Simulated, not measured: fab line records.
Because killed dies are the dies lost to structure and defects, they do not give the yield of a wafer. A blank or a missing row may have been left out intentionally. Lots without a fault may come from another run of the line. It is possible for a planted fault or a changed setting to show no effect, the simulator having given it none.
Matching of chambers -- flow n5_finfet -- N5_MOL_CONTACT_COAG_ALD_27 on ald_sin-02: 4 sister chambers
The step deposits SiOC, target thk 17 nm, pulse time 1.5 s, time 2720 s. 16 wafers are shown with their chamber, then 8 later ones without.

EACH WAFER AND ITS CHAMBER
wafer,chamber,heater_power_w (W),precursor_pulse_height_rel
L076.2,1,847,0.966
L076.3,3,940,0.997
L076.5,2,885,0.976
L079.3,1,857,0.990
L079.4,0,1002,0.989
L079.5,2,929,0.988
L082.1,1,855,1.035
L082.3,2,907,0.983
L082.5,0,1010,1.032
L083.1,0,1000,0.991
L083.3,2,901,0.997
L083.4,3,904,1.000
L085.1,1,866,0.985
L085.2,2,896,0.985
L085.6,0,982,0.992
L090.3,2,901,0.988

SIGNATURES, as means of the wafers listed above
reading,chamber 0,chamber 1,chamber 2,chamber 3,scatter within a chamber
heater_power_w,998.50,856.25,903.17,922.00,13.9
precursor_pulse_height_rel,1.00100,0.99400,0.98617,0.99850,0.0185
Rule: a wafer's distance from a chamber is the root of the sum, over the readings, of the square of ((its reading less the chamber's mean) divided by the reading's scatter). If the next closest chamber is less than 2 further off than the closest, the wafer can't be placed; otherwise it belongs to the closest. The scatter: the root of (the sum of the squares of (reading less its chamber's mean) over the shown wafers, divided by (wafers less chambers)).

WAFERS MISSING THEIR CHAMBER
wafer,heater_power_w (W),precursor_pulse_height_rel
L090.4,866,0.986
L090.5,919,0.983
L095.2,991,0.983
L095.3,918,0.969
L095.4,901,0.973
L096.1,920,1.013
L096.2,877,0.974
L096.4,895,0.998

THE CHAMBER EACH PASSED THROUGH
wafer,from the rows above,in truth
L090.4,can't be placed: 1 or 2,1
L090.5,can't be placed: 3 or 2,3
L095.2,0,0
L095.3,can't be placed: 2 or 3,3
L095.4,can't be placed: 2 or 3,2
L096.1,can't be placed: 3 or 2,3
L096.2,can't be placed: 1 or 2 or 3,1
L096.4,can't be placed: 2 or 3 or 1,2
Correctly placed: 1 of 8. Unplaceable from these rows: 7, with the true chamber sitting among the candidates in 7. Placed wrongly: 0.
